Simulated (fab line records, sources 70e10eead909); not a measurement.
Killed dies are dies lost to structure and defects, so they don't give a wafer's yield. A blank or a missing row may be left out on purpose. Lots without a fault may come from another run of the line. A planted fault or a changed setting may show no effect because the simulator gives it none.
Chamber matching | flow nand_harc | NHARC_A_STAIRCASE_TRIM_20 on rie_diel-13: 4 sister chambers
The step chemistry O2, time 211.2 s. 8 wafers are shown with their chamber, then 12 later ones without.

WAFERS WITH THEIR CHAMBER
wafer  | chamber | drypump_motor_current_A (A) | showerhead_plenum_p_Torr (Torr)
L082.6 | 3       | 5.9                         | 3.47
L083.6 | 2       | 5.7                         | 3.28
L084.1 | 3       | 5.9                         | 3.46
L084.2 | 1       | 6.2                         | 3.37
L084.6 | 2       | 5.8                         | 3.28
L085.1 | 0       | 4.7                         | 3.64
L085.2 | 1       | 6.2                         | 3.37
L085.6 | 0       | 4.7                         | 3.64

WAFERS WITHOUT THEIR CHAMBER
wafer  | drypump_motor_current_A (A) | showerhead_plenum_p_Torr (Torr)
L086.2 | 5.7                         | 3.27
L086.3 | 6.2                         | 3.37
L086.5 | 5.9                         | 3.46
L087.3 | 6.2                         | 3.37
L087.4 | 4.7                         | 3.63
L087.5 | 4.7                         | 3.63
L088.1 | 4.7                         | 3.63
L088.3 | 5.8                         | 3.46
L088.4 | 6.2                         | 3.37
L097.3 | 5.9                         | 3.44
L097.4 | 5.7                         | 3.80
L097.5 | 5.9                         | 3.44

WHICH CHAMBER EACH WENT THROUGH
wafer  | from the rows above | in truth
L086.2 | 2                   | 2
L086.3 | 1                   | 1
L086.5 | 3                   | 3
L087.3 | 1                   | 1
L087.4 | 0                   | 0
L087.5 | 0                   | 0
L088.1 | 0                   | 0
L088.3 | 3                   | 3
L088.4 | 1                   | 1
L097.3 | 3                   | 3
L097.4 | 0                   | 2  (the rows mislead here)
L097.5 | 3                   | 3
Placed correctly: 11 of 12. Can't be placed from these rows: 0. Placed wrongly: 1.
How it was worked out, from the rows above alone: a wafer's distance from a chamber is the root of the sum, over the readings, of the square of ((its reading less the chamber's mean) divided by the reading's scatter). The wafer belongs to the nearest chamber; if the next one is less than 2 further off, it can't be placed. A chamber's mean is the mean of its shown wafers. The scatter: the root of (the sum of the squares of (reading less its chamber's mean) over the shown wafers, divided by (wafers less chambers)).
